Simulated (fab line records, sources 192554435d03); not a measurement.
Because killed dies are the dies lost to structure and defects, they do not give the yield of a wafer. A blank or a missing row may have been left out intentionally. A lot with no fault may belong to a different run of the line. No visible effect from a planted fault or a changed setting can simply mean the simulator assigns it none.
Which tool is to blame?	flow n5 finfet	Sampling: 24 lots, 72 wafers, 5 of 1938 route steps

## WHAT THE GAUGES READ, wafer by wafer
N5_BEOL_M5_OVL_MEAS_29. Usual: for V4_OVL the level is 0.2 nm and the standard deviation is 0.67.
lot	measured	on	V4_OVL (nm)	flag
L075	day 8 19:34	overlay-01	0.0 1.2 -0.2	
L074	day 8 21:37	overlay-02	0.8 0.4 -0.2	
L076	day 8 22:01	overlay-01	0.2 0.5 0.5	
L077	day 9 04:08	overlay-02	-0.7 -0.5 -0.7	
L078	day 9 04:23	overlay-02	0.0 -1.3 -0.4	
L079	day 9 08:23	overlay-02	0.8 2.1 0.2	
L080	day 9 21:19	overlay-02	0.0 0.4 0.7	
L081	day 10 02:54	overlay-01	-0.5 -0.3 0.4	
L082	day 10 14:25	overlay-02	1.1 1.3 1.2	
L083	day 10 21:21	overlay-02	-0.3 -0.5 1.4	
L084	day 11 03:26	overlay-02	-0.1 -1.0 -0.2	
L085	day 11 03:55	overlay-02	-0.4 0.8 -1.5	
L087	day 11 14:16	overlay-01	0.7 -0.9 0.3	
L088	day 11 18:28	overlay-01	-0.5 1.0 0.0	
L089	day 11 21:14	overlay-01	0.3 -0.1 0.0	
L086	day 11 21:18	overlay-02	-0.2 0.8 0.9	
L090	day 12 07:20	overlay-01	0.4 1.0 -0.2	
L092	day 12 18:01	overlay-02	0.6 0.2 0.5	
L091	day 12 22:40	overlay-02	-0.7 0.5 0.0	
L093	day 13 01:28	overlay-01	0.2 -0.8 -0.1	
L094	day 13 09:35	overlay-02	-0.4 0.3 0.7	
L095	day 13 11:32	overlay-01	0.2 -1.1 0.3	
L096	day 13 18:17	overlay-01	0.4 -0.3 0.0	
L097	day 14 00:10	overlay-02	0.4 0.3 0.6	

N5_BEOL_M5_OCD_MEAS_38. Usual: 71.8 nm for trench depth nm, sd 1.4.
lot	measured	on	trench depth nm (nm)	flag
L075	day 8 20:04	ocd-02	70.1 69.6 70.9	
L074	day 8 22:07	ocd-01	73.7 73.7 72.3	
L076	day 8 22:31	ocd-02	74.1 72.1 72.1	
L077	day 9 04:39	ocd-02	72.4 70.5 72.7	
L078	day 9 05:14	ocd-01	70.6 69.0 70.2	
L079	day 9 08:56	ocd-02	72.0 70.1 70.2	
L080	day 9 21:54	ocd-02	72.6 71.7 72.2	
L081	day 10 03:25	ocd-01	73.0 74.4 75.4	
L082	day 10 15:13	ocd-01	74.4 72.3 71.9	
L083	day 10 21:58	ocd-02	70.3 70.6 69.4	
L084	day 11 03:56	ocd-02	71.4 70.0 71.3	
L085	day 11 04:25	ocd-02	72.6 74.9 71.3	
L087	day 11 15:05	ocd-01	70.8 74.2 72.5	
L088	day 11 18:57	ocd-02	71.2 72.6 73.5	
L089	day 11 21:46	ocd-02	74.5 71.7 71.8	
L086	day 11 21:49	ocd-01	70.7 71.1 71.0	
L090	day 12 08:59	ocd-01	71.2 74.1 71.7	
L092	day 12 20:07	ocd-02	70.7 72.2 71.6	
L091	day 12 23:33	ocd-01	70.2 70.4 69.4	
L093	day 13 02:40	ocd-02	69.6 71.0 71.1	
L094	day 13 10:07	ocd-02	71.5 72.2 71.8	
L095	day 13 12:04	ocd-01	71.1 73.5 71.7	
L096	day 13 18:53	ocd-01	73.3 72.7 71.2	
L097	day 14 00:40	ocd-01	69.9 69.6 70.3	

N5_BEOL_M5_CD_MEAS_35: target cd 28 nm, target cd y 24 nm. Usual: 28.13 nm for cd nm, sd 0.29.
lot	measured	on	cd nm (nm)	flag
L075	day 8 20:13	cd sem-03	28.00 27.92 28.70	
L074	day 8 22:16	cd sem-02	27.56 27.92 28.05	
L076	day 8 22:41	cd sem-01	27.91 28.36 28.28	
L077	day 9 04:49	cd sem-03	27.75 27.96 28.68	
L078	day 9 05:23	cd sem-03	27.89 28.31 28.37	
L079	day 9 09:06	cd sem-03	27.98 28.07 28.13	
L080	day 9 22:03	cd sem-01	27.89 28.25 28.46	
L081	day 10 03:34	cd sem-03	28.54 28.59 28.65	
L082	day 10 15:22	cd sem-02	27.89 28.04 28.03	
L083	day 10 22:08	cd sem-01	27.97 27.97 28.26	
L084	day 11 04:05	cd sem-01	27.88 27.86 28.04	
L085	day 11 04:34	cd sem-03	28.27 29.02 28.13	
L087	day 11 15:14	cd sem-01	28.27 27.84 27.91	
L088	day 11 19:07	cd sem-02	27.75 27.78 27.76	
L089	day 11 21:55	cd sem-03	28.73 28.37 27.96	
L086	day 11 21:58	cd sem-02	28.35 28.60 28.40	
L090	day 12 09:09	cd sem-01	28.32 28.28 28.16	
L092	day 12 20:16	cd sem-03	28.15 28.88 28.21	
L091	day 12 23:43	cd sem-01	27.94 27.84 27.97	
L093	day 13 02:49	cd sem-03	28.11 28.19 28.32	
L094	day 13 10:16	cd sem-01	28.02 28.00 27.59	
L095	day 13 12:13	cd sem-03	27.64 28.33 28.04	
L096	day 13 19:02	cd sem-02	28.07 27.99 27.91	
L097	day 14 00:49	cd sem-02	28.47 28.50 28.23	

## WHAT TOOL EACH LOT RAN ON (gives the tool, then ch and the chambers of the sampled wafers, and finally the start)
lot	N5_BEOL_M4_ANNEAL_93	N5_BEOL_M5_ETCH_75
L075	pvd sputter-02, day 8 14:04	rie diel-02 ch 0,3, day 8 19:40
L074	pvd sputter-01, day 8 15:35	rie diel-04 ch 0,1,3, day 8 21:43
L076	pvd sputter-02, day 8 17:11	rie diel-04 ch 0,1,3, day 8 22:08
L077	pvd sputter-03, day 8 19:40	rie diel-04 ch 0,2, day 9 04:16
L078	pvd sputter-03, day 8 21:43	rie diel-02 ch 0,3, day 9 04:50
L079	pvd sputter-02, day 8 21:52	rie diel-06 ch 1,2,3, day 9 08:34
L080	pvd sputter-01, day 9 16:21	rie diel-04 ch 0,2, day 9 21:31
L081	pvd sputter-02, day 9 19:09	rie diel-04 ch 0,1, day 10 03:02
L082	pvd sputter-02, day 10 09:23	rie diel-04 ch 0,2,3, day 10 14:49
L083	pvd sputter-03, day 10 14:07	rie diel-06 ch 0,2,3, day 10 21:35
L084	pvd sputter-03, day 10 20:38	rie diel-02 ch 0,1,2, day 11 03:33
L085	pvd sputter-03, day 10 22:34	rie diel-06 ch 1,2,3, day 11 04:02
L087	pvd sputter-03, day 11 06:06	rie diel-06 ch 1,2,3, day 11 14:42
L088	pvd sputter-01, day 11 11:28	rie diel-04 ch 0,1,2, day 11 18:34
L089	pvd sputter-03, day 11 14:14	rie diel-06 ch 1,2,3, day 11 21:22
L086	pvd sputter-02, day 11 14:40	rie diel-04 ch 0,3, day 11 21:25
L090	pvd sputter-01, day 11 21:17	rie diel-06 ch 1,3, day 12 08:37
L092	pvd sputter-02, day 12 08:50	rie diel-06 ch 0,2, day 12 19:44
L091	pvd sputter-01, day 12 14:31	rie diel-02 ch 0,1,2, day 12 23:10
L093	pvd sputter-03, day 12 19:30	rie diel-02 ch 0,1, day 13 02:17
L094	pvd sputter-03, day 13 04:11	rie diel-02 ch 1,2, day 13 09:44
L095	pvd sputter-01, day 13 04:36	rie diel-04 ch 0,2, day 13 11:41
L096	pvd sputter-02, day 13 13:10	rie diel-04 ch 1,3, day 13 18:29
L097	pvd sputter-03, day 13 17:41	rie diel-06 ch 2,3, day 14 00:17
- N5_BEOL_M4_ANNEAL_93: time 240 s.
- N5_BEOL_M5_ETCH_75: etches underlayer in N2/H2, target depth 6.5 nm, time 5.2 s.

## WHAT THE TOOLS THEMSELVES READ (means of the sampled wafers that have a number; where no wafer has one, the mark that the record gives instead)
N5_BEOL_M4_ANNEAL_93. Usual: 855 W for heater power w, sd 100.
lot	tool	heater power w (W)	flag
L075	pvd sputter-02	777	
L074	pvd sputter-01	835	
L076	pvd sputter-02	918	
L077	pvd sputter-03	927	
L078	pvd sputter-03	774	
L079	pvd sputter-02	950	
L080	pvd sputter-01	827	
L081	pvd sputter-02	842	
L082	pvd sputter-02	818	
L083	pvd sputter-03	947	
L084	pvd sputter-03	944	
L085	pvd sputter-03	871	
L087	pvd sputter-03	881	
L088	pvd sputter-01	827	
L089	pvd sputter-03	891	
L086	pvd sputter-02	919	
L090	pvd sputter-01	836	
L092	pvd sputter-02	823	
L091	pvd sputter-01	788	
L093	pvd sputter-03	945	
L094	pvd sputter-03	847	
L095	pvd sputter-01	771	
L096	pvd sputter-02	815	
L097	pvd sputter-03	786	

N5_BEOL_M5_ETCH_75. Usual: chamber pressure mTorr is 30.00 mTorr with standard deviation 0.041, drypump motor current A is 5.86 A with standard deviation 0.26, etch rf on time s is 5.17 s with standard deviation 0.098, oes product au is 0.67 a.u. with standard deviation 0.076, rf vpp V is 524.6 V with standard deviation 2.8, showerhead plenum p Torr is 2.57 Torr with standard deviation 0.084, and throttle valve pct is 18.0 % with standard deviation 0.3.
lot	tool	chamber pressure mTorr (mTorr)	drypump motor current A (A)	etch rf on time s (s)	oes product au (a.u.)	rf vpp V (V)	showerhead plenum p Torr (Torr)	throttle valve pct (%)	flag
L075	rie diel-02	30.03	5.94	5.28	0.63	524.1	2.56	18.1	
L074	rie diel-04	30.02	5.85	5.13	0.69	525.5	2.62	18.1	
L076	rie diel-04	29.97	5.87	5.15	0.69	527.0	2.62	18.1	
L077	rie diel-04	30.02	5.82	5.09	0.74	524.3	2.54	17.6	
L078	rie diel-02	30.04	5.92	5.33	0.62	523.8	2.56	18.1	
L079	rie diel-06	30.00	5.96	5.21	0.64	525.6	2.57	18.0	
L080	rie diel-04	29.99	5.84	5.13	0.69	526.0	2.60	17.9	
L081	rie diel-04	30.00	6.10	5.01	0.74	528.2	2.68	18.0	
L082	rie diel-04	30.04	5.71	5.11	0.67	524.1	2.55	17.9	
L083	rie diel-06	30.02	5.92	5.18	0.63	524.6	2.56	18.1	
L084	rie diel-02	29.99	5.78	5.24	0.62	522.1	2.49	18.0	
L085	rie diel-06	29.99	5.97	5.16	0.71	524.6	2.56	17.8	
L087	rie diel-06	30.02	5.96	5.26	0.70	525.1	2.56	17.8	
L088	rie diel-04	30.00	5.96	5.10	0.71	525.0	2.60	17.8	
L089	rie diel-06	29.97	5.96	5.16	0.69	524.9	2.56	17.9	
L086	rie diel-04	30.02	5.59	5.13	0.62	524.7	2.55	18.2	
L090	rie diel-06	29.98	6.10	5.21	0.71	520.6	2.50	17.8	
L092	rie diel-06	29.99	5.80	5.17	0.66	527.1	2.62	18.0	
L091	rie diel-02	29.97	5.78	5.21	0.61	521.4	2.48	18.0	
L093	rie diel-02	30.00	5.96	5.19	0.60	522.1	2.50	18.2	
L094	rie diel-02	29.98	5.52	5.21	0.61	521.3	2.45	17.9	
L095	rie diel-04	29.97	5.82	5.18	0.66	525.2	2.59	17.9	
L096	rie diel-04	30.04	5.97	5.13	0.71	527.9	2.63	18.1	
L097	rie diel-06	30.00	6.02	5.28	0.63	523.3	2.50	18.0	

## THE ANSWER, worked out from the rows above alone
Rule: take the mean of a lot's wafers that have a number; if it is more than 3 standard deviations from the usual mean, the lot is off. Also off: a lot with no number at a reading for which 4 or more lots have one. Where the step has rows for the other lots, those lots are counted as sound. Order of review: gauges by route order, followed by the tools' own readings, for which a lot's mean as printed above is used. At the first step where some lot is off, the reading lying furthest off is the one used; lots without a number count as furthest.
None of the lots is off at any reading shown; this tells nothing.

## WHAT THE SIMULATOR HAD INSERTED
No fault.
